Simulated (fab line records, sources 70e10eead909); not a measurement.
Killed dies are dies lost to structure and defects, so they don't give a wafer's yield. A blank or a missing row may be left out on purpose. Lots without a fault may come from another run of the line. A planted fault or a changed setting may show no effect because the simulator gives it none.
Which tool did it? | flow nand_harc | 11 lots, 33 wafers sampled, at 7 steps of a route of 1159

WHAT THE GAUGES READ, wafer by wafer
NHARC_A_START_INSPECT_01.
lot  | measured     | on                | raw_defect_count
L482 | day 6 07:38  | defect_inspect-02 | 4 3 5
L484 | day 7 03:06  | defect_inspect-01 | 2 4 3
L488 | day 7 09:52  | defect_inspect-01 | 2 4 2
L487 | day 7 10:58  | defect_inspect-01 | 4 4 4
L486 | day 7 14:38  | defect_inspect-02 | 4 3 6
L489 | day 8 08:43  | defect_inspect-02 | 3 0 2
L490 | day 8 20:06  | defect_inspect-02 | 5 2 3
L497 | day 10 15:16 | defect_inspect-01 | 5 7 3
L502 | day 11 16:10 | defect_inspect-01 | 4 7 6
L504 | day 11 23:19 | defect_inspect-01 | 3 2 5
L505 | day 12 07:22 | defect_inspect-01 | 3 3 4

NHARC_A_ZERO_WELL_INSPECT_17.
lot  | measured     | on                | raw_defect_count
L482 | day 6 10:00  | defect_inspect-02 | 7 12 4
L484 | day 7 05:17  | defect_inspect-02 | 2 15 8
L488 | day 7 12:03  | defect_inspect-01 | 5 11 9
L487 | day 7 13:17  | defect_inspect-01 | 5 10 16
L486 | day 7 16:57  | defect_inspect-02 | 12 7 14
L489 | day 8 11:02  | defect_inspect-01 | 2 5 2
L490 | day 8 22:16  | defect_inspect-01 | 6 3 17
L497 | day 10 17:46 | defect_inspect-01 | 16 970 951
L502 | day 11 18:24 | defect_inspect-01 | 4 13 6
L504 | day 12 01:36 | defect_inspect-01 | 13 8 11
L505 | day 12 09:55 | defect_inspect-01 | 15 14 14

NHARC_A_SOURCE_PLATE_INSPECT_08.
lot  | measured     | on                | raw_defect_count
L482 | day 7 06:15  | defect_inspect-01 | 60 75 37
L484 | day 7 23:57  | defect_inspect-01 | 39 42 81
L488 | day 8 06:14  | defect_inspect-01 | 73 72 91
L487 | day 8 09:31  | defect_inspect-01 | 66 40 41
L486 | day 8 14:47  | defect_inspect-01 | 62 102 41
L489 | day 9 07:22  | defect_inspect-01 | 24 47 54
L490 | day 9 18:32  | defect_inspect-01 | 53 136 48
L497 | day 11 14:17 | defect_inspect-01 | 39 1143 997
L502 | day 12 15:54 | defect_inspect-02 | 65 122 83
L504 | day 12 21:14 | defect_inspect-01 | 60 40 48
L505 | day 13 08:13 | defect_inspect-02 | 52 42 136

NHARC_END_SORT_01.
lot  | measured     | on        | killed_at_array | killed_at_other | killed_at_periphery | killed_dies | killed_open | killed_short
L497 | day 23 08:14 | prober-01 | 31 133 116      | 0 0 0           | 0 2 2               | 31 135 118  | 7 5 2       | 4 1 3

WHICH TOOL RAN EACH LOT (tool, then ch and the chambers of the sampled wafers, then the start)
lot  | NHARC_P_BONDPAD_DEP_00                    | NHARC_P_BONDPAD_STRIP_15           | NHARC_A_ZERO_WELL_ETCH_19
L482 | pecvd-01 ch 0,1,2, day 6 04:59 or earlier | rie_diel-02 ch 0,1,2, day 6 04:59  | rie_diel-04 ch 0,3, day 6 08:36
L484 | pecvd-04 ch 0,2, day 7 00:18 or earlier   | rie_diel-12 ch 0,1, day 7 00:18    | rie_diel-08 ch 0,1,3, day 7 04:04
L488 | pecvd-01 ch 0,1,2, day 7 05:19            | rie_diel-12 ch 1,2,3, day 7 07:02  | rie_diel-08 ch 0,3, day 7 10:50
L487 | pecvd-02 ch 1,2, day 7 06:00              | rie_diel-12 ch 1,2,3, day 7 08:14  | rie_diel-04 ch 0,2,3, day 7 12:04
L486 | pecvd-04 ch 1,2, day 7 09:57              | rie_diel-12 ch 1,2,3, day 7 11:50  | rie_diel-04 ch 0,1,2, day 7 15:43
L489 | pecvd-02 ch 1,2, day 8 04:13              | rie_diel-07 ch 1,2,3, day 8 06:04  | rie_diel-04 ch 1,2,3, day 8 09:47
L490 | pecvd-01 ch 0,1,2, day 8 15:39            | rie_diel-07 ch 0,2,3, day 8 17:25  | rie_diel-01 ch 0,2,3, day 8 21:05
L497 | pecvd-01 ch 0,2, day 10 12:26 or earlier  | rie_diel-12 ch 0,2, day 10 12:26   | rie_diel-08 ch 0,2, day 10 16:23
L502 | pecvd-01 ch 0,1,2, day 11 11:27           | rie_diel-12 ch 0,1, day 11 13:19   | rie_diel-01 ch 1,2,3, day 11 17:08
L504 | pecvd-04 ch 1,2, day 11 18:26             | rie_diel-12 ch 0,1,2, day 11 20:43 | rie_diel-01 ch 0,1, day 12 00:21
L505 | pecvd-04 ch 0,1, day 12 04:35 or earlier  | rie_diel-12 ch 1,3, day 12 04:35   | rie_diel-04 ch 1,2,3, day 12 08:28
- NHARC_P_BONDPAD_DEP_00: deposits SiCN, target thk 250 nm.
- NHARC_P_BONDPAD_STRIP_15: strips in O2.
- NHARC_A_ZERO_WELL_ETCH_19: etches the open film in N2/H2, target depth 80 nm, overetch 24 nm, time 87.88 s.

WHAT THE TOOLS THEMSELVES READ (means of the sampled wafers that have a number; where no wafer has one, the mark that the record gives instead)
NHARC_P_BONDPAD_DEP_00.
lot  | tool     | heater_power_w (W)
L482 | pecvd-01 | 523
L484 | pecvd-04 | 588
L488 | pecvd-01 | 573
L487 | pecvd-02 | 600
L486 | pecvd-04 | 525
L489 | pecvd-02 | 559
L490 | pecvd-01 | 561
L497 | pecvd-01 | 583
L502 | pecvd-01 | 568
L504 | pecvd-04 | 576
L505 | pecvd-04 | 584

NHARC_P_BONDPAD_STRIP_15.
lot  | tool        | drypump_motor_current_A (A) | o2_flow_sccm (sccm) | oes_product_au (a.u.) | rf_vpp_V (V) | showerhead_plenum_p_Torr (Torr) | throttle_valve_pct (%)
L482 | rie_diel-02 | 5.5                         | 499.0               | 1.003                 | 57.5         | 3.40                            | 17.038
L484 | rie_diel-12 | 5.7                         | 501.4               | 1.005                 | 58.2         | 3.66                            | 17.029
L488 | rie_diel-12 | 5.5                         | 500.5               | 0.995                 | 57.7         | 3.54                            | 17.034
L487 | rie_diel-12 | 5.5                         | 500.3               | 1.007                 | 58.0         | 3.54                            | 17.030
L486 | rie_diel-12 | 5.5                         | 500.2               | 1.000                 | 58.0         | 3.54                            | 17.038
L489 | rie_diel-07 | 5.8                         | 498.3               | 1.005                 | 57.6         | 3.45                            | 17.034
L490 | rie_diel-07 | 6.0                         | 500.4               | 1.011                 | 57.3         | 3.43                            | 17.043
L497 | rie_diel-12 | 6.0                         | 500.7               | 1.001                 | 57.0         | 3.48                            | 17.032
L502 | rie_diel-12 | 5.7                         | 500.1               | 1.009                 | 58.1         | 3.65                            | 17.040
L504 | rie_diel-12 | 5.8                         | 501.5               | 0.996                 | 58.8         | 3.57                            | 17.037
L505 | rie_diel-12 | 5.4                         | 500.3               | 1.005                 | 58.1         | 3.63                            | 17.037

NHARC_A_ZERO_WELL_ETCH_19.
lot  | tool        | drypump_motor_current_A (A) | oes_product_au (a.u.) | rf_vpp_V (V) | showerhead_plenum_p_Torr (Torr) | throttle_valve_pct (%)
L482 | rie_diel-04 | 6.2                         | 1.008                 | 430.7        | 2.05                            | 14.172
L484 | rie_diel-08 | 5.8                         | 0.989                 | 429.0        | 2.01                            | 14.174
L488 | rie_diel-08 | 5.7                         | 0.998                 | 428.5        | 1.98                            | 14.178
L487 | rie_diel-04 | 5.9                         | 0.999                 | 431.4        | 2.05                            | 14.178
L486 | rie_diel-04 | 5.9                         | 1.001                 | 431.0        | 2.06                            | 14.179
L489 | rie_diel-04 | 5.6                         | 0.999                 | 430.6        | 2.06                            | 14.170
L490 | rie_diel-01 | 5.7                         | 0.995                 | 430.4        | 2.05                            | 14.185
L497 | rie_diel-08 | 5.7                         | 1.001                 | 431.4        | 2.07                            | 14.177
L502 | rie_diel-01 | 6.0                         | 0.996                 | 431.9        | 2.10                            | 14.169
L504 | rie_diel-01 | 5.9                         | 0.998                 | 433.0        | 2.14                            | 14.176
L505 | rie_diel-04 | 5.6                         | 0.996                 | 430.5        | 2.06                            | 14.168

THE ANSWER, worked out from the rows above alone
Rule: what is usual is taken from the lots themselves. Put in order of their means at a reading, lots are off if they are a third of the lots or fewer, leave a main group of 4 or more, and stand apart from it by a gap of 3 or more times the standard deviation of the main group's means; of several such gaps the widest counts. A main group whose means are all the same, to the digits that the tables above print for the reading, isn't used. A lot without any number at a reading at which 4 lots or more have one is off too. The other lots that the step has rows for count as sound. The gauges are gone through in route order, then the tools' own readings, and for those a lot's mean is taken as printed above. The first step at which some lot is off is used, and at that step the reading that is off furthest; a lot without a number counts as furthest.
Off: L497, at NHARC_A_ZERO_WELL_INSPECT_17 (raw_defect_count). The main group: mean 9, standard deviation 2.8.
A tool fits if, at a process step before that reading, it ran every lot that is off, and no sound lot after the first of them. The gauges at NHARC_A_ZERO_WELL_INSPECT_17 are tried like those tools. NHARC_P_BONDPAD_DEP_00 gives no start for some lots, so the hours and the order of its lots are those of NHARC_P_BONDPAD_STRIP_15. One fits: rie_diel-08 at NHARC_A_ZERO_WELL_ETCH_19. Its last sound lot is L488 (day 7 10:50), its first lot that is off L497 (day 10 16:23): a fault that began between those two fits.

WHAT THE SIMULATOR HAD PUT IN
Chamber particle source: rie_diel-08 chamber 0, from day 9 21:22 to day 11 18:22, at NHARC_A_ZERO_WELL_ETCH_19. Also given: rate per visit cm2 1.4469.
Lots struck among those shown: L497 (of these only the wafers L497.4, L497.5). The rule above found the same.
